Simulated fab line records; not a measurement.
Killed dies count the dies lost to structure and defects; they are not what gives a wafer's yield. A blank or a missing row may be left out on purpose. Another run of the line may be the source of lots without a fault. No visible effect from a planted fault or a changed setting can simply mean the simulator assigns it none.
Matching of chambers + flow n5Finfet + 4 sister chambers for N5_BEOL_M8_VIA_ETCH_34 on rieDiel-05
The step etches SiCOH lowk in C4F6/O2, target depth 125.5 nm, time 50.5 s. 16 wafers are shown with their chamber, then 8 later ones without.

== WAFERS WITH THEIR CHAMBER ==
| wafer  | chamber | drypumpMotorCurrentA (A) | showerheadPlenumPTorr (Torr) | rfVppV (V) |
|--------|---------|--------------------------|------------------------------|------------|
| L075.3 | 0       | 5.5                      | 2.87                         | 675        |
| L075.4 | 2       | 4.9                      | 2.93                         | 679        |
| L075.6 | 2       | 4.9                      | 2.93                         | 679        |
| L074.3 | 0       | 5.5                      | 2.87                         | 675        |
| L074.5 | 2       | 4.9                      | 2.93                         | 680        |
| L074.6 | 1       | 6.2                      | 2.89                         | 678        |
| L078.1 | 2       | 4.9                      | 2.93                         | 677        |
| L078.3 | 1       | 6.2                      | 2.88                         | 679        |
| L078.6 | 3       | 5.5                      | 2.97                         | 655        |
| L080.1 | 0       | 5.5                      | 2.87                         | 675        |
| L080.2 | 3       | 5.5                      | 2.97                         | 658        |
| L080.4 | 2       | 4.9                      | 2.93                         | 680        |
| L079.1 | 3       | 5.4                      | 2.97                         | 656        |
| L079.3 | 0       | 5.5                      | 2.87                         | 675        |
| L079.5 | 2       | 4.9                      | 2.93                         | 679        |
| L086.2 | 2       | 4.9                      | 2.92                         | 677        |

SIGNATURES (means of the wafers above)
| reading               | chamber 0 | chamber 1 | chamber 2 | chamber 3 | scatter within a chamber |
|-----------------------|-----------|-----------|-----------|-----------|--------------------------|
| drypumpMotorCurrentA  | 5.500     | 6.200     | 4.900     | 5.467     | 0.0236                   |
| showerheadPlenumPTorr | 2.8700    | 2.8850    | 2.9286    | 2.9700    | 0.00336                  |
| rfVppV                | 675.00    | 678.50    | 678.71    | 656.33    | 1.1                      |
Rule: for a wafer and a chamber, the distance is found by dividing, reading by reading, the gap between the wafer's reading and the chamber's mean by the reading's scatter, squaring, summing and taking the root. The wafer belongs to the nearest chamber; if the next one is less than 2 further off, it can't be placed. The scatter: the root of (the sum of the squares of (reading less its chamber's mean) over the shown wafers, divided by (wafers less chambers)).

== WAFERS MISSING THEIR CHAMBER ==
| wafer  | drypumpMotorCurrentA (A) | showerheadPlenumPTorr (Torr) | rfVppV (V) |
|--------|--------------------------|------------------------------|------------|
| L086.3 | 6.2                      | 2.87                         | 679        |
| L086.5 | 6.2                      | 2.87                         | 681        |
| L085.2 | 4.9                      | 2.92                         | 678        |
| L085.4 | 5.5                      | 2.86                         | 674        |
| L085.5 | 5.5                      | 2.86                         | 674        |
| L089.1 | 5.5                      | 2.86                         | 676        |
| L089.5 | 5.5                      | 2.86                         | 674        |
| L089.6 | 5.5                      | 2.96                         | 655        |

== WHICH CHAMBER EACH ONE RAN IN ==
| wafer  | from the rows above | in truth |
|--------|---------------------|----------|
| L086.3 | 1                   | 1        |
| L086.5 | 1                   | 1        |
| L085.2 | 2                   | 2        |
| L085.4 | 0                   | 0        |
| L085.5 | 0                   | 0        |
| L089.1 | 0                   | 0        |
| L089.5 | 0                   | 0        |
| L089.6 | 3                   | 3        |
Correct placement for 8 of the 8. Left unplaced by these rows: 0. Placed wrongly: 0.
